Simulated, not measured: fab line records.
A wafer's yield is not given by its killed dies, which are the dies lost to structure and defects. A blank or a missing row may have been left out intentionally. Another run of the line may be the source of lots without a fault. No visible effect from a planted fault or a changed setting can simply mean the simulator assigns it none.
Chamber matching    flow nand-harc    NHARC_P_ZERO_WELL_DESCUM_26 on rie-diel-01: 4 sister chambers
The step chemistry O2, time 3 s. 14 wafers are shown with their chamber, then 7 later ones without.

== WAFERS PAIRED WITH THEIR CHAMBERS ==
wafer   chamber  showerhead-plenum-p-Torr (Torr)  drypump-motor-current-A (A)  rf-vpp-V (V)
L646.1  0        1.88                             5.7                          56.7
L646.3  2        1.96                             5.1                          58.4
L646.6  0        1.88                             5.7                          58.0
L650.1  0        1.88                             5.7                          57.6
L650.3  1        1.79                             5.1                          56.0
L650.4  3        2.02                             5.2                          58.2
L651.2  3        2.02                             5.1                          59.0
L651.3  2        1.95                             5.1                          58.2
L651.4  1        1.79                             5.1                          56.7
L652.1  2        1.95                             5.1                          59.0
L652.4  0        1.88                             5.7                          56.5
L652.5  3        2.02                             5.1                          56.9
L653.1  3        2.02                             5.1                          57.7
L653.2  2        1.95                             5.1                          59.5

SIGNATURES (averages over the wafers above)
reading                   chamber 0  chamber 1  chamber 2  chamber 3  scatter within a chamber
showerhead-plenum-p-Torr  1.8800     1.7900     1.9525     2.0200     0.00274
drypump-motor-current-A   5.700      5.100      5.100      5.125      0.0274
rf-vpp-V                  57.200     56.350     58.775     57.950     0.719
Rule: for a wafer and a chamber, the distance is found by dividing, reading by reading, the gap between the wafer's reading and the chamber's mean by the reading's scatter, squaring, summing and taking the root. The wafer belongs to the nearest chamber; if the next one is less than 2 further off, it can't be placed. The scatter: take each reading less its chamber's mean, square it, sum over the shown wafers, divide by the number of wafers less the number of chambers, and take the root.

== WAFERS MISSING THEIR CHAMBER ==
wafer   showerhead-plenum-p-Torr (Torr)  drypump-motor-current-A (A)  rf-vpp-V (V)
L653.3  1.88                             5.7                          57.5
L654.1  1.78                             5.1                          56.4
L654.3  1.88                             5.7                          58.4
L654.5  1.88                             5.7                          58.0
L655.2  2.02                             5.1                          58.0
L655.5  1.88                             5.7                          58.2
L655.6  1.78                             5.1                          58.0

== CHAMBER TAKEN BY EACH ==
wafer   from the rows above  in truth
L653.3  0                    0
L654.1  1                    1
L654.3  0                    0
L654.5  0                    0
L655.2  3                    3
L655.5  0                    0
L655.6  1                    1
7 of 7 placed correctly. Left unplaced by these rows: 0. 0 placed wrongly.
